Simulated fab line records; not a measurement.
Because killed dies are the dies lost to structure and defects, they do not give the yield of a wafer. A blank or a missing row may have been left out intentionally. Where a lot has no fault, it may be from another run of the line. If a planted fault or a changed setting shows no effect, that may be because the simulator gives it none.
fab line records	flow n5-finfet
record lots=14	wafers=42	last-day=19
route steps=1938 shown BEOL_M5@1188 BEOL_M6@1198
lots that met no fault: taken from a fault-free run of the same line
start-h: hours from the record's first day to the start of the lot's first wafer shown	wait-h: hours elapsed since this lot's preceding step	" unchanged from the row above	L1.1+2: a row that stands for several wafers	- value missing, or start not given	* or withheld: withheld	< > ~ a bound
route shown NAME@n: a module of which the file shows steps, and the number in the route of the first	usual: mean/standard deviation of fault-free wafers	same: alike in all rows	chamber/n: place in a boat	sites: readings site by site	_std_site: standard deviation across them	_edge_site: mean of outer sites minus mean of inner sites	radius-mm: for every site, how far away it sits from the centre of the wafer	mask NAME#n: copy n	behind: the most recent tool/chamber to have shaped the wafer	hold: why the lot was held/for how many hours/how that ended	device: which transistor (n, p or np) failed to switch	end of line: tests run on the same wafers once the route is complete	step lacking rows: just its recipe	killed: dies lost to structure and defects at the first sort, not the wafer's yield	map: per-die view of a wafer (x killed, . not killed, _ where there is no die)
set.NAME: setting as actually run; set.NAME@STEP: the setting as run at that earlier step	model.NAME: the simulator's own value behind a step, which no gauge read
a sample of lots followed through the steps of the route, with each step as a table and each wafer as a row
services: from which hour (start-h, from the record's first day; less than 0 if before it) a tool's chamber was out of use, for how many hours, and why
## steps
# step N5_BEOL_M5_PRE_CLEAN_77
# recipe gas=NH3/H2	time-s=15	temp-c=*	rf-power-w=300
# usual heater-power-w=88/12
# same time-s=15
lot.wafer	tool	chamber	start-h	wait-h	heater-power-w	since-wet-clean-h
L972.1	cvd-co-01	1	180.34	0.0	98	44
L972.4	"	2	"	"	93	-
L972.6	"	1	"	"	97	-
L973.2	cvd-co-01	0	185.70	0.0	86	946
L973.4	"	2	"	"	94	-
L973.5	"	0	"	"	86	-
L975.1	cvd-co-01	2	194.12	0.2	92	495
L975.2	"	1	"	"	95	57
L975.4	"	1	"	"	100	-
L976.1	cvd-co-02	1	196.83	0.0	96	1176
L976.2	"	0	"	"	92	738
L976.4	"	0	"	"	92	-
L977.1	cvd-co-02	0	204.99	0.0	93	746
L977.4	"	1	"	"	93	-
L977.6	"	2	"	"	66	-
L980.3	cvd-co-02	1	220.99	0.1	94	1200
L980.4	"	2	"	"	63	-
L980.6	"	0	"	"	93	-
L981.2	cvd-co-02	2	233.26	0.2	65	315
L981.5	"	0	"	"	92	-
L981.6	"	1	"	"	94	-
L984.1	cvd-co-01	2	252.40	0.2	94	553
L984.2	"	1	"	"	99	116
L984.3	"	0	"	"	85	1012
L985.1	cvd-co-01	2	265.06	0.1	93	566
L985.2	"	0	"	"	83	1025
L985.5	"	0	"	"	87	-
L991.2	cvd-co-02	1	297.23	0.1	98	1276
L991.4	"	2	"	"	64	-
L991.6	"	0	"	"	94	-
L992.4	cvd-co-02	1	319.32	0.1	96	-
L992.5	"	0	"	"	95	-
L992.6	"	2	"	"	66	-
L993.1	cvd-co-02	2	323.45	0.0	65	405
L993.3	"	1	"	"	96	1302
L993.6	"	0	"	"	97	-
L995.1	cvd-co-01	2	341.01	0.1	93	642
L995.3	"	0	"	"	84	1101
L995.6	"	2	"	"	95	-
L994.1	cvd-co-02	1	356.02	0.0	77	1
L994.3	"	2	"	"	65	438
L994.4	"	0	"	"	96	-
# step N5_BEOL_M5_CO_CAP_78
# recipe material=Co	target-thk-a=20	temp-c=200	precursor=CCTBA/H2	pressure-torr=30	time-s=102.1
# usual heater-power-w=240/15
# same time-s=102.1
lot.wafer	tool	chamber	start-h	wait-h	heater-power-w	since-wet-clean-h
L972.1	cvd-co-01	1	180.38	0.0	247	44
L972.4	"	2	"	"	247	-
L972.6	"	1	"	"	239	-
L973.2	cvd-co-01	0	185.74	0.0	237	946
L973.4	"	2	"	"	247	-
L973.5	"	0	"	"	230	-
L975.1	cvd-co-01	2	194.16	0.0	250	495
L975.2	"	1	"	"	249	58
L975.4	"	1	"	"	253	-
L976.1	cvd-co-02	1	196.87	0.0	251	1176
L976.2	"	0	"	"	246	738
L976.4	"	0	"	"	244	-
L977.1	cvd-co-02	0	205.03	0.0	249	746
L977.4	"	1	"	"	250	-
L977.6	"	2	"	"	210	-
L980.3	cvd-co-02	1	221.03	0.0	248	1200
L980.4	"	2	"	"	210	-
L980.6	"	0	"	"	242	-
L981.2	cvd-co-02	2	233.30	0.0	208	315
L981.5	"	0	"	"	246	-
L981.6	"	1	"	"	246	-
L984.1	cvd-co-01	2	252.44	0.0	252	553
L984.2	"	1	"	"	249	116
L984.3	"	0	"	"	236	1012
L985.1	cvd-co-01	2	265.10	0.0	253	566
L985.2	"	0	"	"	230	1025
L985.5	"	0	"	"	235	-
L991.2	cvd-co-02	1	297.27	0.0	250	1276
L991.4	"	2	"	"	209	-
L991.6	"	0	"	"	245	-
L992.4	cvd-co-02	1	319.37	0.0	243	-
L992.5	"	0	"	"	243	-
L992.6	"	2	"	"	207	-
L993.1	cvd-co-02	2	323.49	0.0	211	406
L993.3	"	1	"	"	246	1302
L993.6	"	0	"	"	246	-
L995.1	cvd-co-01	2	341.05	0.0	244	642
L995.3	"	0	"	"	242	1101
L995.6	"	2	"	"	244	-
L994.1	cvd-co-02	1	356.06	0.0	225	1
L994.3	"	2	"	"	211	438
L994.4	"	0	"	"	241	-
# step N5_BEOL_M6_HM_DEP_02
# recipe material=TiN	target-thk-a=200	temp-c=25	chamber-pressure-pa=0.49996
# usual throttle-valve-pct=29.4/1.3
lot.wafer	tool	chamber	start-h	wait-h	throttle-valve-pct
L972.1	pvd-sputter-02	-	182.18	0.4	31.7
L972.4	"	-	"	"	29.8
L972.6	"	-	"	"	31.6
L973.2	pvd-sputter-01	-	187.99	0.9	28.4
L973.4	"	-	"	"	31.5
L973.5	"	-	"	"	29.2
L975.1	pvd-sputter-03	-	196.44	1.4	27.2
L975.2	"	-	"	"	28.8
L975.4	"	-	"	"	28.3
L976.1	pvd-sputter-02	-	198.08	0.3	29.7
L976.2	"	-	"	"	29.4
L976.4	"	-	"	"	29.7
L977.1	pvd-sputter-03	-	206.17	0.2	28.9
L977.4	"	-	"	"	30.8
L977.6	"	-	"	"	29.2
L980.3	pvd-sputter-01	-	223.21	1.3	29.2
L980.4	"	-	"	"	29.4
L980.6	"	-	"	"	28.2
L981.2	pvd-sputter-03	-	236.35	2.1	28.1
L981.5	"	-	"	"	28.9
L981.6	"	-	"	"	28.3
L984.1	pvd-sputter-03	-	256.91	3.6	28.2
L984.2	"	-	"	"	27.5
L984.3	"	-	"	"	28.8
L985.1	pvd-sputter-03	-	269.77	3.8	31.0
L985.2	"	-	"	"	27.9
L985.5	"	-	"	"	30.7
L991.2	pvd-sputter-03	-	298.19	0.0	29.1
L991.4	"	-	"	"	30.7
L991.6	"	-	"	"	28.3
L992.4	pvd-sputter-02	-	321.10	0.9	29.9
L992.5	"	-	"	"	31.4
L992.6	"	-	"	"	29.7
L993.1	pvd-sputter-02	-	324.71	0.3	29.6
L993.3	"	-	"	"	29.8
L993.6	"	-	"	"	31.3
L995.1	pvd-sputter-03	-	345.31	1.9	27.4
L995.3	"	-	"	"	29.1
L995.6	"	-	"	"	29.3
L994.1	pvd-sputter-01	-	358.07	1.1	28.3
L994.3	"	-	"	"	29.1
L994.4	"	-	"	"	31.4
# step N5_BEOL_M6_DEVELOP_10
# recipe develop-time-s=30	developer=TMAH	resist=CAR-ArF	rinse-liquid=diw	dry=air-spin	dev-temp-c=23
# usual chill-plate-temp-C=22.99/0.094	develop-time-s=30/0	resist-line-temp-C=22.99/0.11
lot.wafer	tool	chamber	start-h	wait-h	chill-plate-temp-C	develop-time-s	resist-line-temp-C
L972.1	litho-track-01	0	182.62	-	22.96	30	22.93
L972.4	"	0	"	"	22.99	30	22.81
L972.6	"	0	"	"	22.96	30	23.02
L973.2	litho-track-02	0	188.31	-	23.08	30	22.91
L973.4	"	0	"	"	22.91	30	23.00
L973.5	"	0	"	"	22.99	30	22.89
L975.1	litho-track-02	0	196.89	-	22.87	30	23.00
L975.2	"	0	"	"	22.76	30	23.08
L975.4	"	0	"	"	22.99	30	23.12
L976.1	litho-track-02	0	198.52	-	23.01	30	23.00
L976.2	"	0	"	"	22.94	30	22.81
L976.4	"	0	"	"	23.00	30	22.92
L977.1	litho-track-01	0	206.61	-	23.12	30	23.03
L977.4	"	0	"	"	23.15	30	23.01
L977.6	"	0	"	"	22.92	30	22.85
L980.3	litho-track-02	0	223.52	-	23.06	30	23.02
L980.4	"	0	"	"	23.08	30	23.07
L980.6	"	0	"	"	23.16	30	22.93
L981.2	litho-track-04	0	236.69	-	22.97	30	23.02
L981.5	"	0	"	"	22.98	30	23.00
L981.6	"	0	"	"	22.90	30	23.11
L984.1	litho-track-02	-	257.37	-	-	-	-
L984.2	"	-	"	"	-	-	-
L984.3	"	-	"	"	-	-	-
L985.1	litho-track-02	-	270.09	-	-	-	-
L985.2	"	-	"	"	-	-	-
L985.5	"	-	"	"	-	-	-
L991.2	litho-track-04	0	298.51	-	22.92	30	23.11
L991.4	"	0	"	"	22.98	30	23.21
L991.6	"	0	"	"	23.05	30	23.18
L992.4	litho-track-04	0	321.42	-	22.96	30	23.00
L992.5	"	0	"	"	23.02	30	22.96
L992.6	"	0	"	"	22.99	30	22.92
L993.1	litho-track-01	0	325.15	-	22.89	30	23.05
L993.3	"	0	"	"	23.03	30	23.05
L993.6	"	0	"	"	22.84	30	23.08
L995.1	litho-track-04	0	345.77	-	23.03	30	23.12
L995.3	"	0	"	"	22.89	30	23.11
L995.6	"	0	"	"	23.05	30	23.11
L994.1	litho-track-01	0	358.39	-	22.99	30	23.11
L994.3	"	0	"	"	23.10	30	23.08
L994.4	"	0	"	"	23.07	30	22.96
## services
tool	chamber	start-h	hours	kind
pvd-sputter-03	-	159.89	2.5	repair
cvd-co-01	1	209.51	7.7	repair
litho-track-01	-	224.95	-	consumable-replace:filter
cvd-co-01	-	228.38	6.9	pm
cvd-co-01	-	253.77	3.2	repair
cvd-co-02	-	259.45	4.3	pm
cvd-co-01	0	275.61	34.9	repair
pvd-sputter-02	-	302.85	7.1	repair
pvd-sputter-01	-	320.59	12.8	repair
cvd-co-02	1	333.33	-	clean
cvd-co-02	1	333.33	22.0	scheduled-down
cvd-co-02	1	333.33	22.0	vent-cycle
cvd-co-01	-	333.53	0.4	repair
## key
first-sign step=N5_BEOL_M6_DEVELOP_10	reading=tool-record	direction=missing
effect none on later readings
met-at N5_BEOL_M6_DEVELOP_10
struck-lots L984,L985
later-rows-left-out L984.1,L984.2,L984.3,L985.1,L985.2,L985.5
sort-left-out L984.1,L984.2,L984.3,L985.1,L985.2,L985.5
not-acting-at N5_BEOL_M5_PRE_CLEAN_77,N5_BEOL_M5_CO_CAP_78,N5_BEOL_M6_HM_DEP_02
onset-between 223.52 257.37
fault kind=skipped-step-whole	tool=litho-track-02	chamber=-	onset-h=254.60	steps=N5_BEOL_M6_DEVELOP_10	scope=struck-lots-only
# sort-left-out: the simulated sort isn't trusted on such a fault, so these wafers' sort isn't shown, and their yield isn't known
# later-rows-left-out: the simulator's readings of these wafers behind a module that went badly wrong aren't trusted and aren't shown, but for the sort
